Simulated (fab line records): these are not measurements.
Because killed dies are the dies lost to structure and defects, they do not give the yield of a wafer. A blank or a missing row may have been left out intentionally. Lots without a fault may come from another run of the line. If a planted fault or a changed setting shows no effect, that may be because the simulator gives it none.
A lot that was struck, set against a sound lot | flow n5_finfet | 38 steps out of a route of 1938
Sound: wafers L611.1, L611.2, L611.4. Struck: wafer L605.1 (left out: L605.6, a lot-mate that was not struck); the cause follows at the end.
For every step that has rows: the tool of each side, followed by ch and its chambers, followed by its first start. Under that, the readings that differ: sound wafers | struck wafers | difference of the means | sigmas: that difference in standard deviations of wafers without a fault.
alike: words and numbers the same on both sides, and readings whose means are apart by under 2 such deviations; not compared: readings that were withheld, readings missing a value for some wafer, numbers with overlapping values and no deviation given by the record, and bounds like >300 which may hide the same value.
Wherever a step has rows on one side only, a row that says differs or no value, or a row with sigmas, the two part there. Non-overlapping numbers with no deviation appear without sigmas and do not part them. A reading that every wafer of one side lacks parts them only if that side has two wafers or more.

first, 8 steps without rows for these wafers: N5_MOL_CONTACT_COAG_PRECLEAN_138 (cleans in alkaline clean, time 60 s); N5_MOL_CONTACT_COAG_SRD_139 (time 30 s); N5_MOL_CONTACT_COAG_PRE_CLEAN_121; N5_MOL_CONTACT_COAG_CVD_140 (deposits W, target thk 66.5 nm, time 215 s); N5_MOL_CONTACT_COAG_PRECLEAN_127 (cleans in DIW, time 57.5 s); N5_MOL_CONTACT_COAG_SRD_128 (dry time 32 s); N5_MOL_CONTACT_COAG_CMP_52 (polishes, stops on SiO2, t overpolish 1.5 s, target thk 66.5 nm); N5_MOL_CONTACT_COAG_ANNEAL_112 (time 1800 s).
N5_BEOL_M0_SAQP_PECVD_00: deposits SiCN from 3MS/NH3, target thk 8 nm, time 14 s.
  sound on pecvd-03 ch 0,1, day 10 02:20; struck on pecvd-02 ch 0, day 8 17:26
  reading                                         | sound       | struck | difference | sigmas
  showerhead_vpp_V (V)                            | 869 858 838 | 980    | +125       | +3
  model.SiCN_of_BEOL_M0_SAQP_PECVD_00.thk_nm (nm) | 8 8 8       | 4.2    | -3.8       |
  alike: chamber_pressure_Torr, showerhead_plenum_p_Torr, throttle_valve_pct
then, 25 steps without rows for these wafers: N5_BEOL_M0_SAQP_ILD_DEP_01 (deposits SiOC from DEMS/O2, target thk 45.419 nm, time 8.7 s); N5_BEOL_M0_SAQP_HM_DEP_02 (deposits TiN, target thk 12 nm); N5_BEOL_M0_SAQP_PECVD_03 (deposits SiCN from 3MS/NH3, target thk 12 nm, time 21.1 s); N5_BEOL_M0_SAQP_PECVD_96 (deposits a-Si from SiH4/He, target thk 45 nm, time 45.2 s); N5_BEOL_M0_SAQP_PECVD_97 (deposits SiNx from SiH4/NH3/N2, target thk 23 nm, time 19.9 s); N5_BEOL_M0_SAQP_PECVD_04 (deposits a-Si from SiH4/He, target thk 60 nm, time 60.2 s); N5_BEOL_M0_SAQP_HM_DEP_111 (deposits SiO2 from SiH4/N2O, target thk 12 nm, time 7.2 s); N5_BEOL_M0_SAQP_COAT_81 (time 60 s, resist thk 100 nm); N5_BEOL_M0_SAQP_COAT_82 (time 60 s, resist thk 30 nm); N5_BEOL_M0_SAQP_COAT_08 (resist thk 90 nm); N5_BEOL_M0_SAQP_EBR_10; N5_BEOL_M0_SAQP_SOFTBAKE_09 (time 60 s); N5_BEOL_M0_SAQP_EXPOSE_11 (exposes mask M0 CORE, target cd 42 nm); N5_BEOL_M0_SAQP_PEB_12 (peb time 60 s); N5_BEOL_M0_SAQP_DEVELOP_13 (develop time 30 s); N5_BEOL_M0_SAQP_DESCUM_19 (chemistry O2, time 7.9 s); N5_BEOL_M0_SAQP_ETCH_83 (etches SiARC in CF4, target depth 39 nm, time 65 s); N5_BEOL_M0_SAQP_ETCH_84 (etches SOC in N2/H2, target depth 100 nm, overetch 20 nm, time 150 s); N5_BEOL_M0_SAQP_STRIP_80 (strips in N2/H2); N5_BEOL_M0_SAQP_HM_OPEN_112 (chemistry CHF3/O2, target SiO2, stops on a-Si, target depth 12 nm, time 13.5 s); N5_BEOL_M0_SAQP_STRIP_113 (strips in CHF3/O2); N5_BEOL_M0_SAQP_MANDREL_ETCH_20 (etches a-Si in HBr/Cl2, stops on SiNx, target depth 60 nm, bt time 10 s, time 30 s); N5_BEOL_M0_SAQP_STRIP_86 (strips in N2/H2); N5_BEOL_M0_SAQP_STRIP_115 (strips in post etch residue remover, time 60 s); N5_BEOL_M0_SAQP_SRD_93 (time 30 s).
N5_BEOL_M0_ETCH_109: etches SiCN in CH3F/O2, target depth 8 nm, overetch 2.4 nm, time 27.4 s.
  sound on rie_diel-06 ch 1,2, day 10 13:11; struck on rie_diel-04 ch 3, day 9 03:17
  reading                  | sound             | struck | difference | sigmas
  throttle_valve_pct (%)   | 16.53 16.62 16.52 | 15.81  | -0.75      | -2
  model.etch.depth_nm (nm) | 7.966 7.901 8.063 | 4.145  | -3.832     |
  alike: drypump_motor_current_A, mfc_ar_sccm, oes_product_au, rf_vpp_V, showerhead_plenum_p_Torr
  not compared: rf_hours_counter_h
N5_BEOL_M0_RS_MEAS_126: a four-point-probe measurement.
  struck on film_metro-01, day 9 06:14; sound on film_metro-01, day 10 16:09
  reading        | sound             | struck | difference | sigmas
  M0_RS (ohm/sq) | 0.568 0.540 0.547 | 0.616  | +0.064     | +4
-- the record jumps here: 2 days lie between the struck wafers' starts before and after (it left off in module BEOL_M0 and takes up again in module BEOL_M4, whose first step shown is number 1111 of the route) --
N5_BEOL_M4_RC_MEAS_101:
  sound on prober-02 ch 0, day 12 19:11; struck on prober-01 ch 0, day 11 15:11
  reading       | sound          | struck | difference | sigmas
  SS_P (mV/dec) | 73.9 73.7 73.6 | 72.5   | -1.2       | -2
  alike: DIBL_N, DIBL_P, IOFF_N, IOFF_P, ION_N, ION_P, SS_N, VT_N, VT_P
-- the record jumps here: 5 days lie between the struck wafers' starts before and after (it left off in module BEOL_M4 and takes up again in module PASSIVATION, whose first step shown is number 1936 of the route) --
N5_PASSIVATION_PROBE_49:
  struck on prober-01, day 16 09:57; sound on prober-02, day 17 14:16
  reading                 | sound       | struck | difference | sigmas
  sort_bin_5_function (%) | 6.7 6.7 5.8 | 4.1    | -2.3       | -2
  alike: defect_limited_yield, killed_at_M0_to_M3, killed_at_M4_up, killed_at_contacts, killed_at_front_end, killed_at_other, killed_dies, killed_open, killed_short, sort_bin_6_memory, sort_n_pass, sort_yield_pct

## WHERE THEY PART
At N5_BEOL_M0_SAQP_PECVD_00 first; at N5_PASSIVATION_PROBE_49 last (within this record only).

WHY: what the simulator had put in
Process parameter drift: pecvd-02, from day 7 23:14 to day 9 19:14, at N5_BEOL_M0_SAQP_PECVD_00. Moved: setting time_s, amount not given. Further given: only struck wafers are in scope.
